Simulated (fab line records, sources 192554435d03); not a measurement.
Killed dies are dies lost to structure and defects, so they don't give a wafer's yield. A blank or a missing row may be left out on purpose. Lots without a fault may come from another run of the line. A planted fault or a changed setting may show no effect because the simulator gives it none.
Which tool did it? | flow n5_finfet | 9 lots, 27 wafers sampled, at 5 steps of a route of 1938

WHAT THE GAUGES READ, wafer by wafer
N5_BEOL_M4_THK_MEAS_53: measures by xrf.
lot  | measured     | on            | M4_THK (nm)
L415 | day 9 15:14  | film_metro-01 | 40.3 40.2 40.9
L416 | day 10 00:02 | film_metro-01 | 39.4 41.4 41.2
L417 | day 10 06:12 | film_metro-02 | 143.2 145.9 143.2
L418 | day 10 16:44 | film_metro-01 | 152.7 158.7 153.7
L422 | day 12 04:47 | film_metro-01 | 38.2 39.0 39.1
L425 | day 12 07:31 | film_metro-02 | 39.8 43.3 43.2
L428 | day 13 02:25 | film_metro-01 | 39.9 39.3 42.0
L429 | day 13 19:56 | film_metro-02 | 38.2 40.1 39.6
L430 | day 14 03:05 | film_metro-02 | 37.2 39.6 38.9

WHICH TOOL RAN EACH LOT (tool, then ch and the chambers of the sampled wafers, then the start)
lot  | N5_BEOL_M4_ANNEAL_82         | N5_BEOL_M4_ANNEAL_89         | N5_BEOL_M4_ANNEAL_95         | N5_BEOL_M4_CMP_52
L415 | pvd_sputter-03, day 9 13:12  | pvd_sputter-03, day 9 13:38  | pvd_sputter-03, day 9 14:18  | cmp-02 ch 0,1,2, day 9 14:59
L416 | pvd_sputter-03, day 9 22:01  | pvd_sputter-03, day 9 22:27  | pvd_sputter-03, day 9 23:07  | cmp-02 ch 0,1,3, day 9 23:45
L417 | pvd_sputter-03, day 10 04:10 | pvd_sputter-03, day 10 04:36 | pvd_sputter-03, day 10 05:16 | cmp-02 ch 2,3, day 10 05:57
L418 | pvd_sputter-03, day 10 14:43 | pvd_sputter-03, day 10 15:09 | pvd_sputter-03, day 10 15:49 | cmp-02 ch 1,3, day 10 16:26
L422 | pvd_sputter-03, day 12 02:46 | pvd_sputter-03, day 12 03:12 | pvd_sputter-03, day 12 03:52 | cmp-04 ch 0,2, day 12 04:32
L425 | pvd_sputter-02, day 12 05:29 | pvd_sputter-02, day 12 05:56 | pvd_sputter-02, day 12 06:35 | cmp-04 ch 0,1,2, day 12 07:13
L428 | pvd_sputter-03, day 13 00:23 | pvd_sputter-03, day 13 00:50 | pvd_sputter-03, day 13 01:29 | cmp-01 ch 0,2, day 13 02:10
L429 | pvd_sputter-01, day 13 17:13 | pvd_sputter-01, day 13 17:39 | pvd_sputter-01, day 13 18:19 | cmp-01 ch 1,2,3, day 13 19:46
L430 | pvd_sputter-03, day 14 01:03 | pvd_sputter-03, day 14 01:29 | pvd_sputter-03, day 14 02:09 | cmp-02 ch 0,1, day 14 02:50
- N5_BEOL_M4_ANNEAL_82: time 240 s.
- N5_BEOL_M4_ANNEAL_89: time 240 s.
- N5_BEOL_M4_ANNEAL_95: time 240 s.
- N5_BEOL_M4_CMP_52: polishes, stops on SiOC, t overpolish 6.8 s, target thk 40 nm.

THE ANSWER, worked out from the rows above alone
Rule: what is usual is taken from the lots themselves. Put in order of their means at a reading, lots are off if they are a third of the lots or fewer, leave a main group of 4 or more, and stand apart from it by a gap of 3 or more times the standard deviation of the main group's means; of several such gaps the widest counts. A main group whose means are all the same, to the digits that the tables above print for the reading, isn't used. A lot without any number at a reading at which 4 lots or more have one is off too. The other lots that the step has rows for count as sound.
Off: L417, L418, at N5_BEOL_M4_THK_MEAS_53 (M4_THK). The main group: mean 40.0 nm, standard deviation 1.2.
A tool fits if, at a process step before that reading, it ran every lot that is off, and no sound lot after the first of them. The gauges at N5_BEOL_M4_THK_MEAS_53 are tried like those tools. None of those tried fits.

WHAT THE SIMULATOR HAD PUT IN
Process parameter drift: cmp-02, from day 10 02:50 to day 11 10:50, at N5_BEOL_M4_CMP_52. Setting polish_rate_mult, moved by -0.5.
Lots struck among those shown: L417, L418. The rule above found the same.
